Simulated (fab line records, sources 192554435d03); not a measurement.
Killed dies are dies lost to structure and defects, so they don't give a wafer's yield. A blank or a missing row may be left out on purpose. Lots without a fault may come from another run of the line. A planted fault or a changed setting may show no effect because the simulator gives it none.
Which tool did it? | flow n5_finfet | 11 lots, 33 wafers sampled, at 4 steps of a route of 1938

WHAT THE GAUGES READ, wafer by wafer
N5_BEOL_M13_OCD_MEAS_35. Usual: trench_depth_nm 415 nm, standard deviation 6.2.
lot  | measured     | on     | trench_depth_nm (nm) | flag
L395 | day 12 02:17 | ocd-02 | 406 424 420          |
L396 | day 12 14:07 | ocd-02 | 424 412 427          |
L398 | day 12 20:52 | ocd-01 | 415 415 422          |
L399 | day 13 11:40 | ocd-01 | 417 420 417          |
L400 | day 13 18:42 | ocd-01 | 409 415 409          |
L403 | day 14 16:31 | ocd-01 | 416 408 420          |
L407 | day 14 20:37 | ocd-02 | 412 409 414          |
L413 | day 16 20:46 | ocd-02 | 418 422 427          |
L412 | day 16 22:07 | ocd-01 | 411 423 413          |
L415 | day 17 00:15 | ocd-02 | 419 420 425          |
L416 | day 17 10:33 | ocd-02 | 408 408 404          |

N5_BEOL_M14_CD_MEAS_17: target cd 250 nm. Usual: cd_nm 250.6 nm, standard deviation 1.6.
lot  | measured     | on        | cd_nm (nm)        | flag
L395 | day 12 08:57 | cd_sem-02 | 247.7 251.9 249.4 |
L396 | day 12 19:21 | cd_sem-02 | 252.3 252.5 253.0 |
L398 | day 13 00:41 | cd_sem-03 | 248.8 247.2 249.4 |
L399 | day 13 17:11 | cd_sem-01 | 249.8 250.8 252.3 |
L400 | day 13 22:27 | cd_sem-02 | 250.8 250.0 249.7 |
L403 | day 14 20:13 | cd_sem-03 | 251.7 253.1 252.8 |
L407 | day 15 01:57 | cd_sem-03 | 252.2 252.7 250.3 |
L413 | day 17 01:19 | cd_sem-03 | 251.6 251.6 252.9 |
L412 | day 17 01:34 | cd_sem-02 | 251.0 249.6 249.7 |
L415 | day 17 05:55 | cd_sem-03 | 250.4 251.8 251.9 |
L416 | day 17 16:38 | cd_sem-01 | 252.1 255.0 252.1 |

N5_BEOL_M14_CD_MEAS_28: target cd 284.4 nm. Usual: cd_nm 284.0 nm, standard deviation 1.3.
lot  | measured     | on        | cd_nm (nm)        | flag
L395 | day 12 09:24 | cd_sem-01 | 285.3 285.8 285.4 |
L396 | day 12 19:40 | cd_sem-02 | 284.5 285.4 283.8 |
L398 | day 13 01:01 | cd_sem-02 | 284.9 285.5 286.2 |
L399 | day 13 17:38 | cd_sem-02 | 282.5 283.4 283.9 |
L400 | day 13 22:54 | cd_sem-02 | 285.4 284.9 281.5 |
L403 | day 14 20:32 | cd_sem-01 | 282.8 283.9 282.4 |
L407 | day 15 02:17 | cd_sem-03 | 285.1 282.2 283.3 |
L413 | day 17 01:38 | cd_sem-03 | 282.5 284.4 283.3 |
L412 | day 17 02:01 | cd_sem-02 | 283.4 284.1 284.2 |
L415 | day 17 06:14 | cd_sem-01 | 285.3 284.3 285.2 |
L416 | day 17 16:57 | cd_sem-02 | 282.0 281.8 282.7 |

WHICH TOOL RAN EACH LOT (tool, then ch and the chambers of the sampled wafers, then the start)
lot  | N5_BEOL_M14_ETCH_59
L395 | rie_diel-03 ch 0,1,2, day 12 08:33
L396 | rie_diel-03 ch 0,3, day 12 18:56
L398 | rie_diel-02 ch 1,2,3, day 13 00:17
L399 | rie_diel-05 ch 1,2, day 13 16:47
L400 | rie_diel-05 ch 0,1,2, day 13 22:03
L403 | rie_diel-03 ch 1,2,3, day 14 19:49
L407 | rie_diel-05 ch 1,2,3, day 15 01:33
L413 | rie_diel-03 ch 0,1,2, day 17 00:55
L412 | rie_diel-02 ch 1,3, day 17 01:10
L415 | rie_diel-05 ch 0,3, day 17 05:31
L416 | rie_diel-05 ch 2,3, day 17 16:13
- N5_BEOL_M14_ETCH_59: etches BARC in N2/H2, target depth 89 nm, overetch 26.7 nm, time 67.9 s.

WHAT THE TOOLS THEMSELVES READ (means of the sampled wafers that have a number; where no wafer has one, the mark that the record gives instead)
N5_BEOL_M14_ETCH_59. Usual: bias_w 150.0 W, standard deviation 0.39; drypump_motor_current_A 5.9 A, standard deviation 0.48; h2_flow_sccm 200.0 sccm, standard deviation 0.58; oes_product_au 0.67 a.u., standard deviation 0.064; rf_vpp_V 525.4 V, standard deviation 2.2; run_length_s 91.4 s, standard deviation 0.38; showerhead_plenum_p_Torr 2.60 Torr, standard deviation 0.073; throttle_valve_pct 17.89 %, standard deviation 0.26.
lot  | tool        | bias_w (W) | drypump_motor_current_A (A) | h2_flow_sccm (sccm) | oes_product_au (a.u.) | rf_vpp_V (V) | run_length_s (s) | showerhead_plenum_p_Torr (Torr) | throttle_valve_pct (%) | flag
L395 | rie_diel-03 | 150.1      | 6.3                         | 200.8               | 0.69                  | 526.3        | 91.3             | 2.64                            | 17.79                  |
L396 | rie_diel-03 | 150.0      | 6.2                         | 200.1               | 0.67                  | 523.6        | 91.0             | 2.54                            | 17.85                  |
L398 | rie_diel-02 | 149.8      | 5.6                         | 199.8               | 0.71                  | 525.7        | 91.4             | 2.61                            | 17.94                  |
L399 | rie_diel-05 | 149.7      | 5.6                         | 199.8               | 0.75                  | 523.7        | 91.4             | 2.55                            | 17.43                  |
L400 | rie_diel-05 | 150.0      | 5.5                         | 200.3               | 0.69                  | 524.8        | 91.8             | 2.57                            | 17.72                  |
L403 | rie_diel-03 | 149.7      | 6.2                         | 200.0               | 0.63                  | 525.2        | 91.4             | 2.60                            | 17.94                  |
L407 | rie_diel-05 | 150.1      | 5.7                         | 199.8               | 0.68                  | 524.5        | 91.5             | 2.55                            | 17.68                  |
L413 | rie_diel-03 | 150.0      | 6.3                         | 200.0               | 0.65                  | 525.5        | 91.1             | 2.62                            | 17.87                  |
L412 | rie_diel-02 | 150.1      | 5.3                         | 200.2               | 0.67                  | 522.9        | 91.8             | 2.53                            | 18.05                  |
L415 | rie_diel-05 | 149.7      | 6.2                         | 199.5               | 0.73                  | 526.1        | 94.3             | 2.61                            | 17.83                  | OFF
L416 | rie_diel-05 | 150.4      | 6.1                         | 200.1               | 0.73                  | 524.9        | 94.6             | 2.58                            | 17.50                  | OFF

THE ANSWER, worked out from the rows above alone
Rule: a lot is off if the mean of its wafers that have a number lies more than 3 standard deviations from the usual mean. A lot without any number at a reading at which 4 lots or more have one is off too. The other lots that the step has rows for count as sound. The gauges are gone through in route order, then the tools' own readings, and for those a lot's mean is taken as printed above. The first step at which some lot is off is used, and at that step the reading that is off furthest; a lot without a number counts as furthest.
Off: L415, L416, at N5_BEOL_M14_ETCH_59 (run_length_s).
A tool fits if, at that step or a process step before it, it ran every lot that is off, and no sound lot after the first of them. One fits: rie_diel-05 at N5_BEOL_M14_ETCH_59. Its last sound lot is L407 (day 15 01:33), its first lot that is off L415 (day 17 05:31): a fault that began between those two fits.
The tool's own readings at N5_BEOL_M14_ETCH_59 bear it out: on the lots that are off they differ by more than 5 times the standard deviation of the sound lots' means. run_length_s reads 94.4 s there against 91.4 s on the sound lots.

WHAT THE SIMULATOR HAD PUT IN
Process parameter drift: rie_diel-05, from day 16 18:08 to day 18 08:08, at N5_BEOL_M14_ETCH_59. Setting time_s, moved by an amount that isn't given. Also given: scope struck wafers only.
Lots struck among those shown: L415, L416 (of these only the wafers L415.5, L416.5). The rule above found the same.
